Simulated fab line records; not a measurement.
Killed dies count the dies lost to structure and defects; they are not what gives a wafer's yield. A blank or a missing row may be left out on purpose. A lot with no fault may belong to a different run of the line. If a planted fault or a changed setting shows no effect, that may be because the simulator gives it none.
Which of the tools did it? + flow n5 finfet + 72 wafers from 24 lots sampled at 6 of the route's 1938 steps

== WHAT THE GAUGES READ, wafer by wafer ==
N5_BEOL_M6_RS_MEAS_57: the measuring method here is four-point-probe. Usual: M6_RS gives 0.286 ohm/sq (standard deviation 0.0089).
| lot  | measured     | on            | M6_RS (ohm/sq)    | flag |
|------|--------------|---------------|-------------------|------|
| L075 | day 9 13:49  | film metro-01 | 0.266 0.291 0.270 |      |
| L074 | day 9 15:39  | film metro-02 | 0.287 0.283 0.290 |      |
| L076 | day 10 06:50 | film metro-02 | 0.282 0.287 0.286 |      |
| L077 | day 10 07:02 | film metro-01 | 0.303 0.287 0.305 |      |
| L078 | day 10 10:33 | film metro-02 | 0.291 0.280 0.291 |      |
| L081 | day 10 20:37 | film metro-02 | 0.277 0.301 0.293 |      |
| L082 | day 11 11:11 | film metro-02 | 0.292 0.295 0.279 |      |
| L080 | day 11 14:34 | film metro-02 | 0.269 0.293 0.284 |      |
| L079 | day 11 14:47 | film metro-01 | 0.295 0.298 0.287 |      |
| L084 | day 11 19:01 | film metro-02 | 0.285 0.277 0.292 |      |
| L083 | day 11 22:41 | film metro-01 | 0.268 0.279 0.289 |      |
| L085 | day 12 05:36 | film metro-02 | 0.293 0.288 0.276 |      |
| L086 | day 12 05:31 | film metro-02 | 0.285 0.285 0.284 |      |
| L087 | day 13 00:02 | film metro-02 | 0.298 0.284 0.280 |      |
| L090 | day 12 23:52 | film metro-01 | 0.278 0.271 0.274 |      |
| L088 | day 13 06:15 | film metro-02 | 0.285 0.282 0.296 |      |
| L089 | day 13 10:20 | film metro-01 | 0.300 0.281 0.286 |      |
| L091 | day 13 16:55 | film metro-01 | 0.281 0.292 0.280 |      |
| L092 | day 13 15:16 | film metro-02 | 0.289 0.275 0.286 |      |
| L093 | day 13 19:53 | film metro-02 | 0.279 0.287 0.285 |      |
| L094 | day 14 11:21 | film metro-02 | 0.276 0.285 0.277 |      |
| L095 | day 14 22:57 | film metro-02 | 0.305 0.281 0.299 |      |
| L097 | day 15 02:08 | film metro-02 | 0.281 0.284 0.298 |      |
| L096 | day 15 07:11 | film metro-01 | 0.284 0.292 0.290 |      |

N5_BEOL_M7_CD_MEAS_28: target cd 40 nm. Usual: cd nm at 39.97 nm, with a standard deviation of 0.26.
| lot  | measured     | on        | cd nm (nm)        | flag |
|------|--------------|-----------|-------------------|------|
| L075 | day 9 18:42  | cd sem-01 | 39.87 40.12 39.48 |      |
| L074 | day 9 18:44  | cd sem-02 | 40.29 40.20 40.08 |      |
| L076 | day 10 11:20 | cd sem-03 | 39.69 39.32 39.73 |      |
| L077 | day 10 11:49 | cd sem-02 | 40.22 39.77 40.01 |      |
| L078 | day 10 13:40 | cd sem-02 | 39.98 39.90 40.13 |      |
| L081 | day 11 04:01 | cd sem-03 | 39.95 39.68 40.49 |      |
| L082 | day 11 15:40 | cd sem-01 | 40.10 40.04 39.85 |      |
| L080 | day 11 19:25 | cd sem-03 | 39.92 40.53 40.00 |      |
| L079 | day 11 19:28 | cd sem-02 | 39.95 40.18 40.01 |      |
| L084 | day 11 22:05 | cd sem-01 | 40.02 39.64 39.93 |      |
| L083 | day 12 04:33 | cd sem-02 | 39.97 39.66 39.71 |      |
| L085 | day 12 12:12 | cd sem-02 | 39.84 40.23 39.63 |      |
| L086 | day 12 12:10 | cd sem-03 | 39.48 40.09 39.81 |      |
| L087 | day 13 04:40 | cd sem-02 | 40.34 40.06 39.43 |      |
| L090 | day 13 04:31 | cd sem-01 | 39.83 40.35 39.87 |      |
| L088 | day 13 11:54 | cd sem-01 | 39.85 40.24 39.89 |      |
| L089 | day 13 15:02 | cd sem-01 | 39.75 40.26 40.08 |      |
| L091 | day 13 23:04 | cd sem-02 | 39.72 39.44 39.84 |      |
| L092 | day 13 20:11 | cd sem-02 | 39.96 40.02 39.99 |      |
| L093 | day 13 23:14 | cd sem-03 | 40.52 40.44 40.41 |      |
| L094 | day 14 18:33 | cd sem-01 | 40.08 40.33 40.18 |      |
| L095 | day 15 03:41 | cd sem-02 | 39.74 40.55 40.15 |      |
| L097 | day 15 06:07 | cd sem-03 | 39.93 40.18 40.03 |      |
| L096 | day 15 09:20 | cd sem-03 | 39.93 40.33 39.86 |      |

N5_BEOL_M7_INSPECT_30: inspects for defects (brightfield). Usual: raw defect count at 363, with a standard deviation of 66.
| lot  | measured     | on                | raw defect count | flag |
|------|--------------|-------------------|------------------|------|
| L075 | day 9 18:47  | defect inspect-02 | 419 392 380      |      |
| L074 | day 9 18:50  | defect inspect-01 | 343 336 364      |      |
| L076 | day 10 11:26 | defect inspect-01 | 430 488 466      |      |
| L077 | day 10 11:54 | defect inspect-01 | 381 335 500      |      |
| L078 | day 10 13:46 | defect inspect-02 | 268 390 455      |      |
| L081 | day 11 04:06 | defect inspect-01 | 258 295 363      |      |
| L082 | day 11 15:46 | defect inspect-02 | 307 299 308      |      |
| L080 | day 11 19:31 | defect inspect-02 | 238 363 459      |      |
| L079 | day 11 19:33 | defect inspect-01 | 367 364 361      |      |
| L084 | day 11 22:10 | defect inspect-01 | 307 229 331      |      |
| L083 | day 12 04:38 | defect inspect-01 | 412 373 396      |      |
| L085 | day 12 12:17 | defect inspect-02 | 306 294 318      |      |
| L086 | day 12 12:15 | defect inspect-01 | 477 390 328      |      |
| L087 | day 13 04:46 | defect inspect-01 | 378 436 372      |      |
| L090 | day 13 04:35 | defect inspect-01 | 424 375 351      |      |
| L088 | day 13 11:59 | defect inspect-01 | 311 402 371      |      |
| L089 | day 13 15:08 | defect inspect-02 | 372 400 356      |      |
| L091 | day 13 23:10 | defect inspect-01 | 287 255 251      |      |
| L092 | day 13 20:17 | defect inspect-01 | 303 320 303      |      |
| L093 | day 13 23:20 | defect inspect-02 | 372 369 396      |      |
| L094 | day 14 18:38 | defect inspect-02 | 394 373 333      |      |
| L095 | day 15 03:46 | defect inspect-01 | 299 414 501      |      |
| L097 | day 15 06:13 | defect inspect-02 | 523 380 425      |      |
| L096 | day 15 09:26 | defect inspect-02 | 262 344 434      |      |

== WHICH TOOL RAN EACH LOT (tool, then ch and the chambers of the sampled wafers, then the start) ==
| lot  | N5_BEOL_M5_CMP_52             | N5_BEOL_M5_PRE_CLEAN_77          | N5_BEOL_M7_CURE_74            |
|------|-------------------------------|----------------------------------|-------------------------------|
| L075 | cmp-01 ch 1,2,3, day 9 05:28  | cvd co-02 ch 1,2, day 9 05:46    | uv cure-03 ch 1, day 9 14:02  |
| L074 | cmp-01 ch 0,3, day 9 07:56    | cvd co-01 ch 0,1,2, day 9 08:16  | uv cure-01 ch 1, day 9 15:51  |
| L076 | cmp-02 ch 1,2,3, day 9 19:56  | cvd co-01 ch 1,2, day 9 20:14    | uv cure-01 ch 1, day 10 06:59 |
| L077 | cmp-01 ch 0,1, day 9 21:11    | cvd co-02 ch 0,1,2, day 9 21:29  | uv cure-03 ch 0, day 10 07:18 |
| L078 | cmp-02 ch 0,1,2, day 10 04:02 | cvd co-02 ch 0,1, day 10 04:20   | uv cure-01 ch 0, day 10 10:40 |
| L081 | cmp-03 ch 0,3, day 10 13:45   | cvd co-01 ch 0,1,2, day 10 14:08 | uv cure-01 ch 1, day 10 20:49 |
| L082 | cmp-03 ch 0,1, day 11 00:13   | cvd co-02 ch 0,1, day 11 01:03   | uv cure-01 ch 1, day 11 11:19 |
| L080 | cmp-02 ch 0,2,3, day 11 05:16 | cvd co-01 ch 0,1,2, day 11 05:35 | uv cure-02 ch 0, day 11 14:50 |
| L079 | cmp-03 ch 1,2,3, day 11 05:23 | cvd co-02 ch 0,1,2, day 11 05:53 | uv cure-02 ch 0, day 11 15:23 |
| L084 | cmp-03 ch 1,2,3, day 11 10:06 | cvd co-01 ch 0,1, day 11 10:21   | uv cure-03 ch 0, day 11 19:09 |
| L083 | cmp-03 ch 1,2,3, day 11 12:40 | cvd co-02 ch 1,2, day 11 12:58   | uv cure-03 ch 2, day 11 23:13 |
| L085 | cmp-01 ch 1,2, day 11 20:28   | cvd co-02 ch 0,2, day 11 20:47   | uv cure-03 ch 2, day 12 05:59 |
| L086 | cmp-03 ch 0,1,2, day 11 20:52 | cvd co-02 ch 0,1, day 11 21:10   | uv cure-01 ch 2, day 12 06:08 |
| L087 | cmp-02 ch 0,2,3, day 12 12:37 | cvd co-02 ch 0,1,2, day 12 12:53 | uv cure-02 ch 1, day 13 00:10 |
| L090 | cmp-01 ch 1,2, day 12 13:45   | cvd co-02 ch 1,2, day 12 14:03   | uv cure-03 ch 1, day 13 00:04 |
| L088 | cmp-01 ch 0,3, day 12 20:52   | cvd co-02 ch 0,1, day 12 21:12   | uv cure-02 ch 0, day 13 06:37 |
| L089 | cmp-02 ch 1,2,3, day 13 01:51 | cvd co-02 ch 1,2, day 13 02:07   | uv cure-01 ch 1, day 13 10:32 |
| L091 | cmp-02 ch 0,2,3, day 13 05:18 | cvd co-02 ch 0,1, day 13 05:39   | uv cure-01 ch 2, day 13 17:16 |
| L092 | cmp-03 ch 0,1,3, day 13 05:40 | cvd co-02 ch 0,1,2, day 13 05:55 | uv cure-02 ch 2, day 13 16:05 |
| L093 | cmp-02 ch 0,1,2, day 13 09:38 | cvd co-01 ch 0,1,2, day 13 09:59 | uv cure-01 ch 2, day 13 20:05 |
| L094 | cmp-03 ch 0,2,3, day 14 00:43 | cvd co-02 ch 0,2, day 14 01:04   | uv cure-03 ch 2, day 14 11:34 |
| L095 | cmp-03 ch 0,2,3, day 14 11:14 | cvd co-01 ch 0,1,2, day 14 11:32 | uv cure-02 ch 1, day 14 23:24 |
| L097 | cmp-02 ch 1,2, day 14 14:19   | cvd co-02 ch 0,1,2, day 14 14:41 | uv cure-01 ch 0, day 15 02:30 |
| L096 | cmp-02 ch 2,3, day 14 18:47   | cvd co-01 ch 0,1,2, day 14 19:18 | uv cure-01 ch 2, day 15 07:24 |
- N5_BEOL_M5_CMP_52: polishes, stops on SiCOH lowk, t overpolish 6.9 s, target thk 62 nm.
- N5_BEOL_M5_PRE_CLEAN_77: time 15 s.
- N5_BEOL_M7_CURE_74: cures SiCOH lowk, time 240 s.

== WHAT THE TOOLS THEMSELVES READ (means of the sampled wafers that have a number; where no wafer has one, the mark that the record gives instead) ==
N5_BEOL_M5_CMP_52. Usual: barrier field endpoint s 24.8 s, standard deviation 0.65; motor current A 6.4 A, standard deviation 0.46; overpolish run s 6.901 s, standard deviation 0.0094; time to endpoint s 63 s, standard deviation 3.5.
| lot  | tool   | barrier field endpoint s (s) | motor current A (A) | overpolish run s (s) | time to endpoint s (s) | flag |
|------|--------|------------------------------|---------------------|----------------------|------------------------|------|
| L075 | cmp-01 | 24.4                         | 6.2                 | 6.910                | 64                     |      |
| L074 | cmp-01 | 25.5                         | 6.1                 | 6.896                | 70                     |      |
| L076 | cmp-02 | 23.8                         | 6.5                 | 6.893                | 60                     |      |
| L077 | cmp-01 | 25.2                         | 6.0                 | 6.898                | 65                     |      |
| L078 | cmp-02 | 24.2                         | 6.7                 | 6.898                | 61                     |      |
| L081 | cmp-03 | 25.2                         | 6.5                 | 6.899                | 64                     |      |
| L082 | cmp-03 | 24.5                         | 6.3                 | 6.914                | 64                     |      |
| L080 | cmp-02 | 24.7                         | 6.6                 | 6.901                | 63                     |      |
| L079 | cmp-03 | 25.4                         | 6.6                 | 6.910                | 62                     |      |
| L084 | cmp-03 | 24.6                         | 6.5                 | 6.901                | 60                     |      |
| L083 | cmp-03 | 24.5                         | 6.9                 | 6.896                | 64                     |      |
| L085 | cmp-01 | 24.3                         | 6.2                 | 6.901                | 60                     |      |
| L086 | cmp-03 | 25.0                         | 6.2                 | 6.906                | 66                     |      |
| L087 | cmp-02 | 25.8                         | 6.5                 | 6.899                | 68                     |      |
| L090 | cmp-01 | 24.0                         | 6.3                 | 6.901                | 60                     |      |
| L088 | cmp-01 | 24.7                         | 6.0                 | 6.901                | 61                     |      |
| L089 | cmp-02 | 24.9                         | 6.8                 | 6.901                | 62                     |      |
| L091 | cmp-02 | 24.8                         | 6.5                 | 6.896                | 63                     |      |
| L092 | cmp-03 | 25.6                         | 6.3                 | 6.899                | 62                     |      |
| L093 | cmp-02 | 24.9                         | 6.6                 | 6.900                | 64                     |      |
| L094 | cmp-03 | 25.3                         | 6.2                 | 6.898                | 62                     |      |
| L095 | cmp-03 | 24.9                         | 6.4                 | 6.898                | 66                     |      |
| L097 | cmp-02 | 24.7                         | 6.7                 | 6.899                | 63                     |      |
| L096 | cmp-02 | 24.5                         | 6.7                 | 6.892                | 60                     |      |

N5_BEOL_M5_PRE_CLEAN_77. Usual: heater power w 85 W, standard deviation 11; rf fwd power W 296.5 W, standard deviation 1.
| lot  | tool      | heater power w (W) | rf fwd power W (W) | flag |
|------|-----------|--------------------|--------------------|------|
| L075 | cvd co-02 | 83                 | 296.1              |      |
| L074 | cvd co-01 | 87                 | 296.9              |      |
| L076 | cvd co-01 | 87                 | 298.5              |      |
| L077 | cvd co-02 | 83                 | 296.5              |      |
| L078 | cvd co-02 | 78                 | 297.0              |      |
| L081 | cvd co-01 | 87                 | 296.9              |      |
| L082 | cvd co-02 | 79                 | 296.7              |      |
| L080 | cvd co-01 | 87                 | 297.2              |      |
| L079 | cvd co-02 | 82                 | 297.1              |      |
| L084 | cvd co-01 | 99                 | 297.1              |      |
| L083 | cvd co-02 | 83                 | 296.6              |      |
| L085 | cvd co-02 | 90                 | 295.4              |      |
| L086 | cvd co-02 | 78                 | 296.5              |      |
| L087 | cvd co-02 | 84                 | 296.8              |      |
| L090 | cvd co-02 | 90                 | 296.2              |      |
| L088 | cvd co-02 | 79                 | 296.7              |      |
| L089 | cvd co-02 | 89                 | 296.1              |      |
| L091 | cvd co-02 | 79                 | 296.5              |      |
| L092 | cvd co-02 | 84                 | 296.2              |      |
| L093 | cvd co-01 | 87                 | 295.2              |      |
| L094 | cvd co-02 | 91                 | 295.9              |      |
| L095 | cvd co-01 | 88                 | 296.9              |      |
| L097 | cvd co-02 | 83                 | 295.2              |      |
| L096 | cvd co-01 | 88                 | 297.0              |      |

N5_BEOL_M7_CURE_74. Usual: lamp power pct 52.32 %, standard deviation 0.056; wafer_temp_C_max 386.5, standard deviation 0.75.
| lot  | tool       | lamp power pct (%) | wafer_temp_C_max | flag |
|------|------------|--------------------|------------------|------|
| L075 | uv cure-03 | 52.32              | 385.9            |      |
| L074 | uv cure-01 | 52.31              | 386.6            |      |
| L076 | uv cure-01 | 52.32              | 386.6            |      |
| L077 | uv cure-03 | 52.35              | 386.9            |      |
| L078 | uv cure-01 | 52.29              | 387.9            |      |
| L081 | uv cure-01 | 52.30              | 386.5            |      |
| L082 | uv cure-01 | 52.35              | 386.6            |      |
| L080 | uv cure-02 | 52.33              | 386.8            |      |
| L079 | uv cure-02 | 52.31              | 386.6            |      |
| L084 | uv cure-03 | 52.28              | 387.2            |      |
| L083 | uv cure-03 | 52.40              | 386.0            |      |
| L085 | uv cure-03 | 52.29              | 385.9            |      |
| L086 | uv cure-01 | 52.27              | 385.9            |      |
| L087 | uv cure-02 | 52.33              | 386.5            |      |
| L090 | uv cure-03 | 52.34              | 386.0            |      |
| L088 | uv cure-02 | 52.24              | 386.7            |      |
| L089 | uv cure-01 | 52.35              | 386.6            |      |
| L091 | uv cure-01 | 52.32              | 385.9            |      |
| L092 | uv cure-02 | 52.34              | 388.2            |      |
| L093 | uv cure-01 | 52.33              | 386.0            |      |
| L094 | uv cure-03 | 52.31              | 386.3            |      |
| L095 | uv cure-02 | 52.32              | 386.1            |      |
| L097 | uv cure-01 | 52.30              | 388.1            |      |
| L096 | uv cure-01 | 52.25              | 385.4            |      |

== THE ANSWER, worked out from the rows above alone ==
Rule: a lot is off if the mean of its wafers that have a number lies more than 3 standard deviations from the usual mean. A lot without any number at a reading at which 4 lots or more have one is off too. All remaining lots with rows at the step are treated as sound. Order of review: gauges by route order, followed by the tools' own readings, for which a lot's mean as printed above is used. At the first step where some lot is off, the reading lying furthest off is the one used; lots without a number count as furthest.
None of the lots is off at any reading shown; this tells nothing.

== WHAT THE SIMULATOR PUT IN ==
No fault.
